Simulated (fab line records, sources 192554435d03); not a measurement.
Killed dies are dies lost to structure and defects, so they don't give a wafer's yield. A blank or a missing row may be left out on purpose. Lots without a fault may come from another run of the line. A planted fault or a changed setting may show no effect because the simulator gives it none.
Split-lot experiment | flow n5_finfet | 7 lots, 39 wafers read, on a route of 1938 steps

THE SPLIT
At N5_DUMMY_GATE_ETCH_37 (etches SOC in N2/H2, target depth 60 nm, overetch 30 nm), the setting source_w was moved away from the recipe's 840 W on 12 of the 39 wafers read, by -17.5% to +11.0%. The other wafers ran this setting at the recipe's value.

The reading is taken at the split's own step.

THE READING
rf_vpp_V, in V, at N5_DUMMY_GATE_ETCH_37 (etches SOC in N2/H2, target depth 60 nm, overetch 30 nm). Fault-free wafers of this fab line usually give 524.6 V, standard deviation 2.1 V.

wafer  | tool, chamber at the split | source_w as run, W | against the recipe | rf_vpp_V, V | against lot-mates on the recipe
L081.1 | rie_diel-05, 3             | 840                | recipe             | 521.6       | -
L081.2 | rie_diel-05, 2             | 840                | recipe             | 521.8       | -
L081.3 | rie_diel-05, 1             | 840                | recipe             | 528.1       | -
L081.4 | rie_diel-05, 0             | 840                | recipe             | 525.6       | -
L081.5 | rie_diel-05, 0             | 840                | recipe             | 526.6       | -
L081.6 | rie_diel-05, 1             | 840                | recipe             | 527.4       | -
L082.1 | rie_diel-01, 2             | 763.2              | -9.1%              | 542.2       | +17.5
L082.2 | rie_diel-01, 0             | 840                | recipe             | 526.0       | -
L082.3 | rie_diel-01, 1             | 840                | recipe             | 526.3       | -
L082.4 | rie_diel-01, 3             | 840                | recipe             | 521.9       | -
L082.5 | rie_diel-01, 3             | 763.2              | -9.1%              | 539.8       | +15.1
L082.6 | rie_diel-01, 2             | 763.2              | -9.1%              | 542.1       | +17.4
L084.1 | rie_diel-01, 2             | 840                | recipe             | 523.8       | -
L084.2 | rie_diel-01, 0             | 840                | recipe             | 526.4       | -
L084.3 | rie_diel-01, 1             | 932.1              | +11.0%             | 509.6       | -13.9
L084.4 | rie_diel-01, 3             | 932.1              | +11.0%             | 503.9       | -19.6
L084.5 | rie_diel-01, 0             | 932.1              | +11.0%             | 508.9       | -14.6
L084.6 | rie_diel-01, 3             | 840                | recipe             | 520.3       | -
L086.1 | rie_diel-01, 1             | 840                | recipe             | 525.5       | -
L086.4 | rie_diel-01, 3             | 840                | recipe             | 523.3       | -
L086.6 | rie_diel-01, 2             | 840                | recipe             | 525.1       | -
L087.1 | rie_diel-01, 2             | 840                | recipe             | 524.3       | -
L087.2 | rie_diel-01, 1             | 698.2              | -16.9%             | 558.2       | +34.2
L087.3 | rie_diel-01, 3             | 840                | recipe             | 521.6       | -
L087.4 | rie_diel-01, 2             | 698.2              | -16.9%             | 558.9       | +34.9
L087.5 | rie_diel-01, 3             | 698.2              | -16.9%             | 555.6       | +31.6
L087.6 | rie_diel-01, 1             | 840                | recipe             | 526.0       | -
L089.1 | rie_diel-05, 2             | 692.8              | -17.5%             | 555.8       | +30.1
L089.2 | rie_diel-05, 3             | 692.8              | -17.5%             | 557.1       | +31.4
L089.3 | rie_diel-05, 1             | 840                | recipe             | 528.2       | -
L089.4 | rie_diel-05, 0             | 692.8              | -17.5%             | 559.8       | +34.1
L089.5 | rie_diel-05, 2             | 840                | recipe             | 520.6       | -
L089.6 | rie_diel-05, 1             | 840                | recipe             | 528.2       | -
L096.1 | rie_diel-01, 2             | 840                | recipe             | 524.0       | -
L096.2 | rie_diel-01, 3             | 840                | recipe             | 523.0       | -
L096.3 | rie_diel-01, 0             | 840                | recipe             | 525.2       | -
L096.4 | rie_diel-01, 1             | 840                | recipe             | 525.7       | -
L096.5 | rie_diel-01, 0             | 840                | recipe             | 525.0       | -
L096.6 | rie_diel-01, 3             | 840                | recipe             | 522.9       | -

THE FIT
A straight line over all 39 wafers: rf_vpp_V changes by -1.84 V for each +1% of source_w; r = -0.99; the points scatter about the line by 2.4 V.
The same after taking each lot's own level away (the mean of its wafers on the recipe; 39 wafers): -1.8 V for each +1%; r = -0.98; scatter 2.5 V.
On that fit, the largest move of source_w shifts the reading by 32 V.
The lots' own levels span 523.50 to 525.67 V, that is 1.0 times the standard deviation above.
So the lot-to-lot level changes the slope little: the two slopes agree.
Check: with one of the wafers moved furthest among these (-17.5%) left out of the fit, the line predicts +32.5 V for it against its lot-mates. It came out at +30.1 V against them.
Tool readings at the split's step, against how far the setting was moved: rf_vpp_V r = -0.99.

OTHER SPLITS ON THESE WAFERS
These wafers also went through other splits before the reading. Each is held against what the fit with the lots' levels taken away leaves over:
other split on the same wafers  | wafers away from the commonest value | r with rf_vpp_V (lot level and that fit taken away)
N5_DUMMY_GATE_EXPOSE_12 dose_mj | 15                                   | -0.01

THE FILE'S OWN FIT
rf_vpp_V changes by -1.83 V for each +1% of source_w, r = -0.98.
